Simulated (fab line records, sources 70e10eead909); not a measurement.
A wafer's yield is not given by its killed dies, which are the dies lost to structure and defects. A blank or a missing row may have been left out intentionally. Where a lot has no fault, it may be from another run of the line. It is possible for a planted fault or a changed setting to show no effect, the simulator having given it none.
A struck lot beside a sound one + flow nand-harc + 14 steps out of a route of 1302
Sound: wafers L130.2, L130.5, L130.6. Wafers L122.2, L122.5, L122.6 were the ones struck. Last of all comes the cause.
Order at every step that has rows: each side's tool, ch and its chambers, its first start. Under that, the readings that differ: sound wafers + struck wafers + difference of the means + sigmas: that difference in standard deviations of wafers without a fault.
alike: a reading whose means differ by less than 2 such deviations, as well as words and numbers matching on both sides. not compared: withheld readings; readings where some wafer has no value; bounds like >300 that might hide an equal value; numbers whose values overlap and for which the record gives no deviation.
The two part at a step that has a row with sigmas, a row that says differs or no value, or rows on one side only. Numbers that don't overlap but have no deviation are shown without sigmas and don't part them. A reading missing from all wafers of one side parts the sides only when that side holds two or more wafers.

NHARC_A_DECK1_JOINT_CMP_02: polishes SiOx.
  sound on cmp-01 ch 0,1, day 20 07:32; struck on cmp-03 ch 0,2,3, day 17 03:41
  alike: motor-current-A
after that, 1 step had no rows for these wafers: NHARC_A_DECK1_JOINT_SRD_15.
NHARC_A_DECK1_JOINT_DEP_16: deposits SiO2, target thk 45 nm.
  sound on pecvd-04 ch 0,1,2, day 20 07:58; struck on pecvd-04 ch 0,2, day 17 04:04
  alike: heater-power-w, mfc-precursor-sccm, throttle-valve-pct
NHARC_A_DECK1_JOINT_THK_MEAS_17: measures by ellipsometry.
  sound on film-metro-01, day 20 08:14; struck on film-metro-02, day 17 04:17
  alike: thk-nm
NHARC_A_DECK1_JOINT_INSPECT_05:
  sound on defect-inspect-02, day 20 08:17; struck on defect-inspect-02, day 17 04:20
  alike: raw-defect-count
then NHARC_A_ONON_D2_DEP_00 (target thk 1000 nm), 1 step lacking rows for these wafers.
NHARC_A_ONON_D2_THK_MEAS_02: measures by ellipsometry.
  sound on film-metro-01, day 20 08:51; struck on film-metro-01, day 17 04:55
  alike: thk-nm
then NHARC_A_ONON_D2_DEP_03 (target thk 1000 nm), 1 step lacking rows for these wafers.
NHARC_A_ONON_D2_THK_MEAS_05: measures by ellipsometry.
  sound on film-metro-02, day 20 09:25; struck on film-metro-02, day 17 05:28
  alike: thk-nm
then NHARC_A_ONON_D2_DEP_06 (target thk 1000 nm), 1 step lacking rows for these wafers.
NHARC_A_ONON_D2_THK_MEAS_08: measures by ellipsometry.
  sound on film-metro-02, day 20 09:59; struck on film-metro-01, day 17 06:03
  alike: thk-nm
NHARC_A_ONON_D2_DEP_09: target thk 1000 nm.
  sound on pecvd-onon-03 ch 0, day 20 10:06; struck on pecvd-onon-01 ch 0, day 17 06:10
NHARC_A_ONON_D2_THK_MEAS_11: measures by ellipsometry.
  sound on film-metro-02, day 20 10:33; struck on film-metro-01, day 17 06:47
| reading     | sound       | struck         | difference | sigmas |
|-------------|-------------|----------------|------------|--------|
| thk-nm (nm) | 998 999 999 | 1586 1586 1589 | +588       | +74    |
  not compared: hold
NHARC_END_SORT_01:
  the record has rows for the sound wafers here (prober-02 ch 0, day 32 02:59) and none for the struck ones

## WHERE THEY PART
Earliest at NHARC_A_ONON_D2_THK_MEAS_11; latest, in this record, at NHARC_END_SORT_01.

WHY: what had been put in by the simulator
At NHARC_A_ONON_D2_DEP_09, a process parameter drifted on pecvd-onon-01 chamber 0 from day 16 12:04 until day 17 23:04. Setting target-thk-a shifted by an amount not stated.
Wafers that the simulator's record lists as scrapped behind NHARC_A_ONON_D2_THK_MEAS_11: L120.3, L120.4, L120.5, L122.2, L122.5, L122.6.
